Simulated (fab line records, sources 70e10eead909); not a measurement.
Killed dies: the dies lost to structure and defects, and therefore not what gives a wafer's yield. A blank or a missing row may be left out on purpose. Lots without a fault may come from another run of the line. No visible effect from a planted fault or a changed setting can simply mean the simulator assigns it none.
The tool behind it: which one? -- flow nand-harc -- 6 lots, 18 wafers sampled, at 5 steps of a route of 1159

== WHAT EACH GAUGE READ, for each wafer ==
NHARC_END_SORT_01.
lot,measured,on,sort_bin_3_pct (%)
L365,day 23 06:32,prober-02,0.44
L367,day 23 22:29,prober-02,0.15 0 1.03
L373,day 25 00:54,prober-02,0.15 0.59 0.15

== EACH LOT AND THE TOOL THAT RAN IT (in order: tool; ch and the chambers of the sampled wafers; start) ==
lot,NHARC_A_M1_ETCH_15,NHARC_THIN_TSV_ETCH_44,NHARC_THIN_TSV_STRIP_62,NHARC_THIN_TSV_DEGAS_53
L352,"rie-diel-11 ch 0,2,3, day 17 22:01","rie-diel-12 ch 0,2,3, day 18 18:02","plasma-asher-02 ch 0,1, day 18 20:26","pvd-sputter-02, day 18 22:37"
L356,"rie-diel-11 ch 0,1,2, day 18 21:06","rie-diel-09 ch 0,1,2, day 19 16:24","plasma-asher-01 ch 0,1, day 19 19:25","pvd-sputter-02, day 19 21:35"
L360,"rie-diel-03 ch 0,1, day 19 21:09","rie-diel-05 ch 0,2, day 20 19:55","plasma-asher-02 ch 0,1, day 20 22:15","pvd-sputter-03, day 21 00:25"
L365,"rie-diel-02 ch 1,2, day 21 19:45","rie-diel-09 ch 0,2,3, day 22 15:43","plasma-asher-01 ch 0, day 22 18:08","pvd-sputter-02, day 22 20:24"
L367,"rie-diel-03 ch 0,2, day 22 11:13","rie-diel-05 ch 0,1, day 23 07:32","plasma-asher-01 ch 0,1, day 23 11:15","pvd-sputter-02, day 23 13:25"
L373,"rie-diel-11 ch 1,2, day 23 05:57","rie-diel-05 ch 1,2, day 24 04:56","plasma-asher-01 ch 0,1, day 24 07:41","pvd-sputter-02, day 24 09:50"
- NHARC_A_M1_ETCH_15: etches the open film in C4F8/Ar, target depth 182.5 nm, time 91.2 s.
- NHARC_THIN_TSV_ETCH_44: etches the open film in CF4/O2, target depth 1594.2 nm, time 797.1 s.
- NHARC_THIN_TSV_STRIP_62: strips in N2/H2, time 20 s.
- NHARC_THIN_TSV_DEGAS_53: time 60 s.

== THE ANSWER, worked out from the rows above alone ==
Rule: the usual values come from the lots themselves. Put in order of their means at a reading, lots are off if they are a third of the lots or fewer, leave a main group of 4 or more, and stand apart from it by a gap of 3 or more times the standard deviation of the main group's means; of several such gaps the widest counts. Not used: any main group whose means are identical at the precision the tables above print for the reading. Also off: a lot with no number at a reading for which 4 or more lots have one. The other lots that the step has rows for count as sound.
Across all readings shown, no lot is off: no conclusion can be drawn from this.

== WHAT THE SIMULATOR HAD INSERTED ==
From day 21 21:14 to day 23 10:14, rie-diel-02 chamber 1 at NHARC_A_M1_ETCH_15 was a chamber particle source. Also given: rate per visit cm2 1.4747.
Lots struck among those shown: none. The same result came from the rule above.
